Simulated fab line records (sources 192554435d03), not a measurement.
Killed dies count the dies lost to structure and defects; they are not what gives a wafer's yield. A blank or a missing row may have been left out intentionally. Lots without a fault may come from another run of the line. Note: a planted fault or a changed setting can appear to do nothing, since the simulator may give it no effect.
A lot that was struck, set against a sound lot	flow n5Finfet	18 out of 1938 route steps
Sound: these wafers, L423.3, L423.5, L423.6. Wafers L432.1, L432.3, L432.4 were the ones struck. The cause is named last.
Per side, at each step with rows, come the tool, then ch with its chambers, and then its first start. Under that, the readings that differ: sound wafers	struck wafers	difference of the means	sigmas: that difference in standard deviations of wafers without a fault.
alike: readings whose means differ by less than 2 such deviations, and words and numbers that are the same on both sides. not compared: withheld readings, readings that some wafer has no value for, bounds like >300 that may hide the same value, and numbers for which the record gives no deviation and whose values overlap.
A row with sigmas, a row that says differs or no value, or rows on one side alone: a step with any of these is where the two part. When numbers do not overlap yet have no deviation, they are printed without sigmas and do not part them. A reading missing from all wafers of one side parts the sides only when that side holds two or more wafers.

first, 1 step without rows for these wafers: N5_STI_FIN_REVEAL_SRD_21 (time 30 s).
N5_STI_FIN_REVEAL_OXIDATION_33: chemistry O2 PLASMA REMOTE, time 20 s.
  sound on plasmaAsher-01 ch 0,1, day 3 18:13; struck on plasmaAsher-02 ch 0,1, day 6 06:59
  alike: drypumpMotorCurrentA, heaterPowerW, rfFwdPowerW
  not compared: rfHoursCounterH
then, 2 steps without rows for these wafers: N5_STI_FIN_REVEAL_CLEAN_19 (cleans in O3/DIW, time 120 s); N5_STI_FIN_REVEAL_SRD_23 (time 30 s).
N5_STI_FIN_REVEAL_CD_MEAS_22: target cd 6.238 nm, pitch 28 nm.
  struck on cdSem-01, day 6 07:10; sound on cdSem-03, day 3 18:22
  alike: cdNm
N5_STI_FIN_REVEAL_FIN_H_MEAS_10:
  struck on ocd-02, day 6 07:11; sound on ocd-02, day 3 18:24
  alike: trenchDepthNm
then, 2 steps without rows for these wafers: N5_STI_FIN_REVEAL_PRECLEAN_18 (cleans in SC2, time 45 s); N5_STI_FIN_REVEAL_SRD_28 (time 30 s).
N5_STI_FIN_REVEAL_INSPECT_13: inspects for defects (darkfield).
  struck on defectInspect-01, day 6 07:17; sound on defectInspect-01, day 3 18:29
  alike: rawDefectCount
then, 2 steps without rows for these wafers: N5_DUMMY_GATE_PRECLEAN_00 (cleans in O3/DIW, time 60 s); N5_DUMMY_GATE_SRD_01 (time 30 s).
N5_DUMMY_GATE_ALD_02: deposits SiO2, target thk 2 nm, pulse time 1 s.
  sound on aldSin-02 ch 0,1,3, day 3 19:04; struck on aldSin-02 ch 0,1,2, day 6 07:22
  alike: heaterPowerW, precursorPulseHeightRel
  not compared: sinceWetCleanH
N5_DUMMY_GATE_CVD_03: deposits a-Si from SiH4, target thk 150 nm, time 8042 s.
  sound on lpcvd-02 ch 0/50,0/59,0/64, day 3 19:10; struck on lpcvd-01 ch 1/40,1/50,1/54, day 6 07:28
reading	sound	struck	difference	sigmas
spikeTcLowerC (C)	528.6 528.6 528.6	531.4 531.4 531.4	+2.8	+3
model.a-Si_of_DUMMY_GATE_CVD_03.thkNm (nm)	153 152 152.4	97 95.6 95.4	-56	
  alike: spikeTcTopC
then, 2 steps without rows for these wafers: N5_DUMMY_GATE_PRECLEAN_46 (cleans in DIW, time 89.5 s); N5_DUMMY_GATE_SRD_47 (dry time 32 s).
N5_DUMMY_GATE_CMP_04: polishes a-Si.
  sound on cmp-04 ch 0,3, day 3 22:56; struck on cmp-04 ch 0,2,3, day 6 11:13
reading	sound	struck	difference	sigmas
timeToEndpointS (s)	17.0 14.1 13.2	7.5 6.9 6.3	-7.9	-4
  alike: motorCurrentA
N5_BEOL_M4_RC_MEAS_101:
  the record has rows for the sound wafers here (prober-02 ch 0, day 9 05:29) and none for the struck ones
-- a jump in the record: the struck wafers' starts before and after are 11 days apart (it breaks off in module BEOL_M4 and resumes in module PASSIVATION, where the first step shown is number 1936 of the route) --
N5_PASSIVATION_PROBE_49:
  struck on prober-02, day 17 09:07; sound on prober-01, day 13 22:05
reading	sound	struck	difference	sigmas
defectLimitedYield (%)	92.3 91.8 91.9	0 0 0	-92	-61
killedAtFrontEnd	29 28 31	1105 1124 1127	+1089	+84
killedDies	91 97 95	1180 1180 1180	+1086	+64
killedOnRim	15 12 11	152 152 152	+139	+37
sort_bin_5_function (%)	4.9 4.7 3.8	95.6 95.8 95.6	+91.2	+96
sortNPass	1089 1083 1085	0 0 0	-1086	-60
sortYieldPct (%)	92.3 91.8 91.9	0 0 0	-92	-61
  alike: killed_at_M0_to_M3, killed_at_M4_up, killedAtContacts, killedAtOther, killedOpen, killedShort, sort_bin_6_memory, sort_bin_8_speed

## WHERE THEY PART
At N5_DUMMY_GATE_CVD_03 first; at N5_PASSIVATION_PROBE_49 last (within this record only).

WHY: what had been put in by the simulator
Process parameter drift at N5_DUMMY_GATE_CVD_03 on lpcvd-01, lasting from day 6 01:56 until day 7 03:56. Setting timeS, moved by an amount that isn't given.
